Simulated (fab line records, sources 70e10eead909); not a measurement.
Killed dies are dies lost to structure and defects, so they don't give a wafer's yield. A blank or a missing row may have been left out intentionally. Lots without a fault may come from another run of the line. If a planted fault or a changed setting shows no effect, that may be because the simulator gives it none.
fab line records	flow nand-harc	part 1 of 2: steps 1 to 31 of 42
[record] lots = 5	wafers = 15	last-day = 33
route steps=1302 shown P_ZERO_WELL@23
lots untouched by any fault: they come from a run of this same line in which no faults occurred
start-h: start of the lot's first displayed wafer, in hours after the record's first day	wait-h: how many hours have passed since the lot's step before this one	" the same as in the row above	L1.1+2: several wafers, shown together as one row	- either no value or no given start	* or withheld: withheld	< > ~ a bound
route shown NAME@n: NAME is a module with steps in the file, n the number in the route of the first one	usual: mean/standard deviation taken from wafers without a fault	same: alike in all rows	chamber/n: place in a boat	sites: readings site by site	_std_site: their standard deviation	_edge_site: outer sites' mean less inner sites'	radius-mm: for every site, how far away it sits from the centre of the wafer	mask NAME#n: copy n	behind: the most recent tool/chamber to have shaped the wafer	hold: reason for holding the lot/hours on hold/outcome of the hold	device: the transistor (n, p or np) that didn't switch	end of line: the route-end tests of the same wafers	a step without rows: its recipe alone	killed: the dies lost at the first sort to structure and to defects; this is not the yield of the wafer	map: shows each die of a wafer: x if killed, . if not, _ if none is there
set.NAME: the setting that was run; set.NAME@STEP: the one run at that earlier step	model.NAME: the simulator's own value behind a step, which no gauge read
lots seen at some steps along the route; tables by step, rows by wafer
services: the hour from which a tool's chamber was out of use, counted from the record's first day as start-h (under 0 if before that day), plus the number of hours and why
[[steps]]
[step NHARC_P_ZERO_WELL_COAT_18]
[recipe] spin-rpm = withheld
lot.wafer	tool	chamber	start-h	wait-h
L077.4+5+6	litho-track-03	0	-	-
L080.1+5+6	litho-track-03	0	-	-
L085.3+4+6	litho-track-03	0	-	-
L092.2+5+6	litho-track-05	0	-	-
L096.2+5+6	litho-track-05	0	-	-
[step NHARC_P_ZERO_WELL_SOFTBAKE_19]
[recipe] temp-c = 122	time-s = 95
[usual] heater-power-total-W = 160.0/0.47
lot.wafer	tool	chamber	start-h	wait-h	heater-power-total-W
L077.4	litho-track-03	0	-	-	159.6
L077.5	"	0	"	"	159.2
L077.6	"	0	"	"	159.3
L080.1	litho-track-03	0	-	-	159.2
L080.5	"	0	"	"	160.1
L080.6	"	0	"	"	160.4
L085.3	litho-track-03	0	-	-	160.7
L085.4	"	0	"	"	159.4
L085.6	"	0	"	"	160.7
L092.2	litho-track-05	0	-	-	160.4
L092.5	"	0	"	"	160.3
L092.6	"	0	"	"	160.5
L096.2	litho-track-05	0	-	-	160.5
L096.5	"	0	"	"	159.8
L096.6	"	0	"	"	160.6
[step NHARC_P_ZERO_WELL_EBR_20]
lot.wafer	tool	chamber	start-h	wait-h
L077.4+5+6	litho-track-03	0	-	-
L080.1+5+6	litho-track-03	0	-	-
L085.3+4+6	litho-track-03	0	-	-
L092.2+5+6	litho-track-05	0	-	-
L096.2+5+6	litho-track-05	0	-	-
[step NHARC_P_ZERO_WELL_EXPOSE_21]
[recipe] na = 0.6	target-cd-nm = 720	dose-mj = 22.31	mask-id = P_NWELL
[usual] reticle-temp-C = 22.99/0.11
lot.wafer	tool	chamber	start-h	wait-h	mask	reticle-temp-C
L077.4	krf-scanner-01	0	52.44	-	P_NWELL#0	23.02
L077.5	"	0	"	"	P_NWELL#0	23.04
L077.6	"	0	"	"	P_NWELL#0	22.91
L080.1	krf-scanner-01	0	82.34	-	P_NWELL#0	22.93
L080.5	"	0	"	"	P_NWELL#0	22.91
L080.6	"	0	"	"	P_NWELL#0	22.88
L085.3	krf-scanner-01	0	132.43	-	P_NWELL#0	22.89
L085.4	"	0	"	"	P_NWELL#0	22.96
L085.6	"	0	"	"	P_NWELL#0	22.97
L092.2	krf-scanner-03	0	202.54	-	P_NWELL#0	22.78
L092.5	"	0	"	"	P_NWELL#0	22.93
L092.6	"	0	"	"	P_NWELL#0	22.90
L096.2	krf-scanner-02	0	242.34	-	P_NWELL#0	23.04
L096.5	"	0	"	"	P_NWELL#0	22.94
L096.6	"	0	"	"	P_NWELL#0	23.00
[step NHARC_P_ZERO_WELL_PEB_22]
[recipe] peb-temp-c = 118	peb-time-s = 85
[usual] heater-power-total-W = 163.97/0.26
lot.wafer	tool	chamber	start-h	wait-h	heater-power-total-W
L077.4	litho-track-03	0	52.50	0.0	163.89
L077.5	"	0	"	"	163.82
L077.6	"	0	"	"	164.00
L080.1	litho-track-05	0	82.40	0.1	164.11
L080.5	"	0	"	"	164.42
L080.6	"	0	"	"	164.23
L085.3	litho-track-05	0	132.49	0.1	163.96
L085.4	"	0	"	"	163.67
L085.6	"	0	"	"	163.77
L092.2	litho-track-03	0	202.60	0.1	163.67
L092.5	"	0	"	"	163.71
L092.6	"	0	"	"	164.06
L096.2	litho-track-07	0	242.40	0.1	164.39
L096.5	"	0	"	"	164.13
L096.6	"	0	"	"	163.70
[step NHARC_P_ZERO_WELL_DEVELOP_23]
[recipe] time-s = 70
lot.wafer	tool	chamber	start-h	wait-h
L077.4+5+6	litho-track-03	0	-	-
L080.1+5+6	litho-track-05	0	-	-
L085.3+4+6	litho-track-05	0	-	-
L092.2+5+6	litho-track-03	0	-	-
L096.2+5+6	litho-track-07	0	-	-
[step NHARC_P_ZERO_WELL_CD_MEAS_24]
[recipe] target-cd-nm = 720	landing-energy-ev = 500
[usual] cd-nm = 720.1/1.8
lot.wafer	tool	chamber	start-h	wait-h	cd-nm
L077.4	cd-sem-03	0	52.59	-	720.2
L077.5	"	0	"	"	718.4
L077.6	"	0	"	"	718.9
L080.1	cd-sem-03	0	82.49	-	721.6
L080.5	"	0	"	"	722.9
L080.6	"	0	"	"	718.8
L085.3	cd-sem-03	0	132.58	-	721.9
L085.4	"	0	"	"	724.0
L085.6	"	0	"	"	723.9
L092.2	cd-sem-03	0	202.70	-	720.3
L092.5	"	0	"	"	722.4
L092.6	"	0	"	"	721.1
L096.2	cd-sem-02	0	242.49	-	718.1
L096.5	"	0	"	"	720.5
L096.6	"	0	"	"	720.8
[step NHARC_P_ZERO_WELL_HARDBAKE_25]
[recipe] temp-c = 125	time-s = 80
[usual] heater-power-total-W = 184.0/0.72
lot.wafer	tool	chamber	start-h	wait-h	heater-power-total-W
L077.4	litho-track-03	0	52.67	-	182.7
L077.5	"	0	"	"	184.8
L077.6	"	0	"	"	184.3
L080.1	litho-track-03	0	82.58	-	184.8
L080.5	"	0	"	"	185.0
L080.6	"	0	"	"	184.9
L085.3	litho-track-03	0	132.66	-	184.8
L085.4	"	0	"	"	182.8
L085.6	"	0	"	"	183.4
L092.2	litho-track-07	0	202.78	-	185.0
L092.5	"	0	"	"	183.4
L092.6	"	0	"	"	185.0
L096.2	litho-track-03	0	242.57	-	183.6
L096.5	"	0	"	"	184.2
L096.6	"	0	"	"	182.8
[step NHARC_P_ZERO_WELL_DESCUM_26]
[recipe] time-s = 3	o2-flow-sccm = 200	ar-flow-sccm = 0	bias-power-w = 0	chemistry = O2
[usual] chamber-pressure-mTorr = 60.00/0.059	drypump-motor-current-A = 5.9/0.37	mfc-ar-sccm = 0.011/0.012	oes-product-au = 1.005/0.0091	rf-vpp-V = 57.6/0.98	showerhead-plenum-p-Torr = 1.87/0.094	throttle-valve-pct = 11.312/0.0089
lot.wafer	tool	chamber	start-h	wait-h	chamber-pressure-mTorr	drypump-motor-current-A	mfc-ar-sccm	oes-product-au	rf-hours-counter-h	rf-vpp-V	showerhead-plenum-p-Torr	throttle-valve-pct
L077.4	rie-diel-13	3	52.77	-	59.97	5.9	0	1.026	13	57.4	1.82	11.313
L077.5	"	1	"	"	60.08	6.6	0.020	1.018	-	58.3	2.07	11.315
L077.6	"	2	"	"	59.98	5.7	0.007	0.994	-	56.3	1.78	11.317
L080.1	rie-diel-08	1	82.69	-	59.96	6.3	0	0.993	22	56.1	1.78	11.320
L080.5	"	3	"	"	60.01	5.2	0	0.997	-	56.5	1.95	11.328
L080.6	"	0	"	"	60.03	5.9	0.025	0.998	-	55.3	1.91	11.286
L085.3	rie-diel-05	0	132.77	-	59.95	5.6	0	1.015	21	57.7	1.79	11.324
L085.6	"	3	"	"	60.02	6.0	0.029	1.012	-	57.4	1.91	11.310
L085.4	"	0	"	"	60.07	5.6	0	1.010	-	57.9	1.79	11.309
L092.2	rie-diel-08	3	202.88	-	60.00	5.2	0	0.996	1	58.5	1.94	11.312
L092.5	"	1	"	"	60.07	6.3	0	1.000	-	57.2	2.08	11.307
L092.6	"	2	"	"	60.06	6.0	0.017	0.996	-	56.8	1.79	11.323
L096.2	rie-diel-08	2	242.66	-	60.03	6.0	0.017	0.993	19	57.3	1.78	11.299
L096.6	"	1	"	"	59.89	6.3	0	0.999	-	58.7	2.07	11.309
L096.5	"	2	"	"	59.95	6.0	0.017	0.997	-	57.9	1.78	11.330
[step NHARC_P_ZERO_WELL_IMPLANT_27]
[recipe] energy-kev = 600	dose-cm2 = 1e+13	tilt-deg = 7
lot.wafer	tool	chamber	start-h	wait-h
L077.4+5+6	implanter-02	0	52.98	0.2
L080.1+5+6	implanter-01	0	82.81	0.1
L085.3+4+6	implanter-01	0	132.97	0.2
L092.2+5+6	implanter-01	0	203.03	0.1
L096.2+5+6	implanter-02	0	242.83	0.2
[step NHARC_P_ZERO_WELL_IMPLANT_57]
[recipe] energy-kev = 250	dose-cm2 = 4e+12	tilt-deg = 7
lot.wafer	tool	chamber	start-h	wait-h
L077.4+5+6	implanter-02	0	53.16	0.1
L080.1+5+6	implanter-01	0	82.99	0.1
L085.3+4+6	implanter-01	0	133.15	0.2
L092.2+5+6	implanter-01	0	203.21	0.2
L096.2+5+6	implanter-02	0	243.01	0.2
[step NHARC_P_ZERO_WELL_IMPLANT_58]
[recipe] energy-kev = 100	dose-cm2 = 2e+12	tilt-deg = 7
lot.wafer	tool	chamber	start-h	wait-h
L077.4+5+6	implanter-02	0	53.34	0.2
L080.1+5+6	implanter-01	0	83.17	0.2
L085.3+4+6	implanter-01	0	133.33	0.2
L092.2+5+6	implanter-01	0	203.39	0.2
L096.2+5+6	implanter-02	0	243.19	0.2
[step NHARC_P_ZERO_WELL_STRIP_28]
[recipe] time-s = 840	temp-c = 130	chemistry = SPM
[usual] bath-heat-duty-pct = 14.5/1.8
lot.wafer	tool	chamber	start-h	wait-h	bath-heat-duty-pct
L077.6	wet-bench-09	7	53.47	0.0	10.0
L077.5	"	0	"	"	13.9
L077.4	"	3	"	"	15.0
L080.5	wet-bench-07	0	83.40	0.1	13.9
L080.1	"	1	"	"	13.2
L080.6	"	3	"	"	13.5
L085.3	wet-bench-09	5	133.51	0.1	15.2
L085.4	"	7	"	"	11.0
L085.6	"	1	"	"	15.2
L092.2	wet-bench-07	6	203.57	0.2	13.7
L092.6	"	7	"	"	12.1
L092.5	"	1	"	"	13.6
L096.2	wet-bench-09	5	243.39	0.2	14.3
L096.5	"	7	"	"	11.6
L096.6	"	0	"	"	13.7
[step NHARC_P_ZERO_WELL_DEHYDRATE_29]
[recipe] temp-c = 150	time-s = 120
[usual] heater-power-total-W = 182.3/1.3
lot.wafer	tool	chamber	start-h	wait-h	heater-power-total-W
L077.4	litho-track-05	0	53.79	-	182.8
L077.5	"	0	"	"	182.0
L077.6	"	0	"	"	183.3
L080.1	litho-track-07	0	83.71	-	184.3
L080.5	"	0	"	"	183.2
L080.6	"	0	"	"	181.3
L085.3	litho-track-03	0	133.84	-	184.0
L085.4	"	0	"	"	183.9
L085.6	"	0	"	"	183.5
L092.2	litho-track-03	0	203.91	-	181.9
L092.5	"	0	"	"	181.4
L092.6	"	0	"	"	183.8
L096.2	litho-track-03	0	243.77	-	183.8
L096.5	"	0	"	"	183.4
L096.6	"	0	"	"	182.2
[step NHARC_P_ZERO_WELL_HMDS_30]
[recipe] time-s = 30
lot.wafer	tool	chamber	start-h	wait-h
L077.4+5+6	litho-track-05	0	-	-
L080.1+5+6	litho-track-07	0	-	-
L085.3+4+6	litho-track-03	0	-	-
L092.2+5+6	litho-track-03	0	-	-
L096.2+5+6	litho-track-03	0	-	-
[step NHARC_P_ZERO_WELL_COAT_31]
[recipe] spin-rpm = withheld
lot.wafer	tool	chamber	start-h	wait-h
L077.4+5+6	litho-track-05	0	-	-
L080.1+5+6	litho-track-07	0	-	-
L085.3+4+6	litho-track-03	0	-	-
L092.2+5+6	litho-track-03	0	-	-
L096.2+5+6	litho-track-03	0	-	-
[step NHARC_P_ZERO_WELL_SOFTBAKE_32]
[recipe] temp-c = 122	time-s = 95
[usual] heater-power-total-W = 160.1/0.46
lot.wafer	tool	chamber	start-h	wait-h	heater-power-total-W
L077.4	litho-track-05	0	-	-	160.4
L077.5	"	0	"	"	160.0
L077.6	"	0	"	"	160.6
L080.1	litho-track-07	0	-	-	160.6
L080.5	"	0	"	"	159.2
L080.6	"	0	"	"	160.3
L085.3	litho-track-03	0	-	-	160.2
L085.4	"	0	"	"	159.9
L085.6	"	0	"	"	159.8
L092.2	litho-track-03	0	-	-	159.6
L092.5	"	0	"	"	159.3
L092.6	"	0	"	"	160.4
L096.2	litho-track-03	0	-	-	160.7
L096.5	"	0	"	"	160.6
L096.6	"	0	"	"	160.0
[step NHARC_P_ZERO_WELL_EBR_33]
lot.wafer	tool	chamber	start-h	wait-h
L077.4+5+6	litho-track-05	0	-	-
L080.1+5+6	litho-track-07	0	-	-
L085.3+4+6	litho-track-03	0	-	-
L092.2+5+6	litho-track-03	0	-	-
L096.2+5+6	litho-track-03	0	-	-
[step NHARC_P_ZERO_WELL_EXPOSE_34]
[recipe] na = 0.6	target-cd-nm = 720	dose-mj = 22.31	mask-id = P_PWELL
[usual] reticle-temp-C = 22.96/0.087
lot.wafer	tool	chamber	start-h	wait-h	mask	reticle-temp-C
L077.4	krf-scanner-01	0	53.95	-	P_PWELL#0	22.90
L077.5	"	0	"	"	P_PWELL#0	22.97
L077.6	"	0	"	"	P_PWELL#0	22.85
L080.1	krf-scanner-02	0	83.98	-	P_PWELL#0	22.92
L080.5	"	0	"	"	P_PWELL#0	23.02
L080.6	"	0	"	"	P_PWELL#0	22.95
L085.3	krf-scanner-01	0	134.12	-	P_PWELL#0	22.84
L085.4	"	0	"	"	P_PWELL#0	22.99
L085.6	"	0	"	"	P_PWELL#0	22.86
L092.2	krf-scanner-02	0	204.18	-	P_PWELL#0	23.11
L092.5	"	0	"	"	P_PWELL#0	22.99
L092.6	"	0	"	"	P_PWELL#0	23.09
L096.2	krf-scanner-01	0	243.91	-	P_PWELL#0	22.90
L096.5	"	0	"	"	P_PWELL#0	22.98
L096.6	"	0	"	"	P_PWELL#0	22.87
[step NHARC_P_ZERO_WELL_PEB_35]
[recipe] peb-temp-c = 118	peb-time-s = 85
[usual] heater-power-total-W = 163.97/0.26
lot.wafer	tool	chamber	start-h	wait-h	heater-power-total-W
L077.4	litho-track-03	0	54.00	0.0	164.33
L077.5	"	0	"	"	163.71
L077.6	"	0	"	"	163.65
L080.1	litho-track-05	0	84.05	0.1	164.36
L080.5	"	0	"	"	163.71
L080.6	"	0	"	"	164.24
L085.3	litho-track-05	0	134.18	0.1	163.82
L085.4	"	0	"	"	163.70
L085.6	"	0	"	"	163.69
L092.2	litho-track-03	0	204.24	0.1	164.30
L092.5	"	0	"	"	164.21
L092.6	"	0	"	"	164.30
L096.2	litho-track-07	0	243.98	0.1	163.59
L096.5	"	0	"	"	164.14
L096.6	"	0	"	"	164.03
[step NHARC_P_ZERO_WELL_DEVELOP_36]
[recipe] time-s = 70
lot.wafer	tool	chamber	start-h	wait-h
L077.4+5+6	litho-track-03	0	-	-
L080.1+5+6	litho-track-05	0	-	-
L085.3+4+6	litho-track-05	0	-	-
L092.2+5+6	litho-track-03	0	-	-
L096.2+5+6	litho-track-07	0	-	-
[step NHARC_P_ZERO_WELL_CD_MEAS_37]
[recipe] target-cd-nm = 720	landing-energy-ev = 500
[usual] cd-nm = 721.7/2.1
lot.wafer	tool	chamber	start-h	wait-h	cd-nm
L077.4	cd-sem-02	0	54.10	-	720.3
L077.5	"	0	"	"	719.4
L077.6	"	0	"	"	720.6
L080.1	cd-sem-01	0	84.14	-	724.7
L080.5	"	0	"	"	724.8
L080.6	"	0	"	"	723.8
L085.3	cd-sem-02	0	134.27	-	721.6
L085.4	"	0	"	"	724.5
L085.6	"	0	"	"	723.5
L092.2	cd-sem-02	0	204.34	-	723.0
L092.5	"	0	"	"	724.2
L092.6	"	0	"	"	721.3
L096.2	cd-sem-02	0	244.07	-	717.2
L096.5	"	0	"	"	721.1
L096.6	"	0	"	"	719.2
[step NHARC_P_ZERO_WELL_HARDBAKE_38]
[recipe] temp-c = 125	time-s = 80
[usual] heater-power-total-W = 184.0/0.74
lot.wafer	tool	chamber	start-h	wait-h	heater-power-total-W
L077.4	litho-track-05	0	54.18	-	184.7
L077.5	"	0	"	"	184.1
L077.6	"	0	"	"	182.9
L080.1	litho-track-03	0	84.22	-	182.8
L080.5	"	0	"	"	183.9
L080.6	"	0	"	"	183.3
L085.3	litho-track-07	0	134.35	-	183.2
L085.4	"	0	"	"	184.7
L085.6	"	0	"	"	183.1
L092.2	litho-track-07	0	204.42	-	184.1
L092.5	"	0	"	"	184.6
L092.6	"	0	"	"	184.0
L096.2	litho-track-05	0	244.15	-	183.0
L096.5	"	0	"	"	183.0
L096.6	"	0	"	"	184.8
[step NHARC_P_ZERO_WELL_DESCUM_39]
[recipe] time-s = 3	o2-flow-sccm = 200	ar-flow-sccm = 0	bias-power-w = 0	chemistry = O2
[usual] chamber-pressure-mTorr = 59.98/0.29	drypump-motor-current-A = 5.9/0.34	mfc-ar-sccm = 0.011/0.012	oes-product-au = 1.004/0.011	rf-vpp-V = 57.7/0.95	showerhead-plenum-p-Torr = 1.87/0.092	throttle-valve-pct = 11.312/0.0091
lot.wafer	tool	chamber	start-h	wait-h	chamber-pressure-mTorr	drypump-motor-current-A	mfc-ar-sccm	oes-product-au	rf-hours-counter-h	rf-vpp-V	showerhead-plenum-p-Torr	throttle-valve-pct
L077.4	rie-diel-13	3	54.25	-	60.04	5.9	0	1.011	14	57.3	1.82	11.299
L077.6	"	3	"	"	60.03	5.9	0	1.019	-	56.7	1.82	11.317
L077.5	"	0	"	"	60.01	5.6	0	0.993	-	57.1	1.84	11.307
L080.1	rie-diel-05	1	84.33	-	60.02	6.2	0	0.991	9	56.6	1.79	11.307
L080.5	"	3	"	"	60.05	6.0	0.029	1.019	-	57.6	1.91	11.315
L080.6	"	0	"	"	59.91	5.6	0	0.981	-	57.7	1.80	11.312
L085.3	rie-diel-08	1	134.45	-	59.96	6.3	0	1.000	36	57.5	1.78	11.310
L085.4	"	2	"	"	60.06	6.0	0.017	1.017	35	59.1	1.79	11.313
L085.6	"	3	"	"	59.92	5.2	0	1.002	-	57.5	1.95	11.311
L092.2	rie-diel-05	0	204.56	-	60.00	5.6	0	1.005	54	56.5	1.78	11.304
L092.5	"	1	"	"	60.01	6.1	0	0.996	-	58.5	1.77	11.318
L092.6	"	2	"	"	60.10	5.8	0.031	1.009	-	58.7	1.88	11.314
L096.2	rie-diel-08	0	244.26	-	60.01	5.9	0.025	1.010	17	57.9	1.89	11.278
L096.6	"	1	"	"	60.04	6.3	0	1.000	-	57.3	2.07	11.305
L096.5	"	2	"	"	60.08	5.9	0.017	1.002	-	58.1	1.78	11.327
[step NHARC_P_ZERO_WELL_IMPLANT_40]
[recipe] energy-kev = 300	dose-cm2 = 1e+13	tilt-deg = 7
lot.wafer	tool	chamber	start-h	wait-h
L077.4+5+6	implanter-02	0	54.49	0.2
L080.1+5+6	implanter-02	0	84.46	0.1
L085.3+4+6	implanter-02	0	134.63	0.2
L092.2+5+6	implanter-01	0	204.73	0.2
L096.2+5+6	implanter-01	0	244.40	0.1
[step NHARC_P_ZERO_WELL_IMPLANT_59]
[recipe] energy-kev = 120	dose-cm2 = 5e+12	tilt-deg = 7
lot.wafer	tool	chamber	start-h	wait-h
L077.4+5+6	implanter-02	0	54.66	0.1
L080.1+5+6	implanter-02	0	84.64	0.1
L085.3+4+6	implanter-02	0	134.81	0.2
L092.2+5+6	implanter-01	0	204.91	0.1
L096.2+5+6	implanter-01	0	244.58	0.1
[step NHARC_P_ZERO_WELL_IMPLANT_60]
[recipe] energy-kev = 30	dose-cm2 = 2e+12	tilt-deg = 7
lot.wafer	tool	chamber	start-h	wait-h
L077.4+5+6	implanter-02	0	54.84	0.1
L080.1+5+6	implanter-02	0	84.81	0.1
L085.3+4+6	implanter-02	0	134.99	0.1
L092.2+5+6	implanter-01	0	205.09	0.1
L096.2+5+6	implanter-01	0	244.76	0.1
[step NHARC_P_ZERO_WELL_STRIP_41]
[recipe] time-s = 840	temp-c = 130	chemistry = SPM
[usual] bath-heat-duty-pct = 14.4/1.6
lot.wafer	tool	chamber	start-h	wait-h	bath-heat-duty-pct
L077.6	wet-bench-09	1	54.96	0.0	13.8
L077.4	"	3	"	"	14.4
L077.5	"	6	"	"	14.0
L080.1	wet-bench-07	6	85.04	0.2	13.4
L080.6	"	0	"	"	12.3
L080.5	"	1	"	"	13.2
L085.6	wet-bench-07	5	135.14	0.0	14.6
L085.3	"	0	"	"	13.8
L085.4	"	1	"	"	13.2
L092.5	wet-bench-07	2	205.28	0.1	17.8
L092.2	"	3	"	"	14.1
L092.6	"	4	"	"	14.0
L096.5	wet-bench-06	1	244.96	0.1	16.8
L096.6	"	3	"	"	14.2
L096.2	"	4	"	"	17.4
[step NHARC_P_ZERO_WELL_DEHYDRATE_44]
[recipe] temp-c = 150	time-s = 120
[usual] heater-power-total-W = 182.7/1.3
lot.wafer	tool	chamber	start-h	wait-h	heater-power-total-W
L077.4	litho-track-07	0	55.29	-	181.2
L077.5	"	0	"	"	184.6
L077.6	"	0	"	"	182.2
L080.1	litho-track-03	0	85.36	-	183.5
L080.5	"	0	"	"	184.3
L080.6	"	0	"	"	184.1
L085.3	litho-track-03	0	135.48	-	181.3
L085.4	"	0	"	"	183.9
L085.6	"	0	"	"	183.5
L092.2	litho-track-03	0	205.60	-	183.3
L092.5	"	0	"	"	182.2
L092.6	"	0	"	"	184.5
L096.2	litho-track-07	0	245.27	-	184.0
L096.5	"	0	"	"	183.3
L096.6	"	0	"	"	181.0
[step NHARC_P_ZERO_WELL_HMDS_45]
[recipe] time-s = 30
lot.wafer	tool	chamber	start-h	wait-h
L077.4+5+6	litho-track-07	0	-	-
L080.1+5+6	litho-track-03	0	-	-
L085.3+4+6	litho-track-03	0	-	-
L092.2+5+6	litho-track-03	0	-	-
L096.2+5+6	litho-track-07	0	-	-
[step NHARC_P_ZERO_WELL_COAT_46]
[recipe] spin-rpm = withheld
lot.wafer	tool	chamber	start-h	wait-h
L077.4+5+6	litho-track-07	0	-	-
L080.1+5+6	litho-track-03	0	-	-
L085.3+4+6	litho-track-03	0	-	-
L092.2+5+6	litho-track-03	0	-	-
L096.2+5+6	litho-track-07	0	-	-
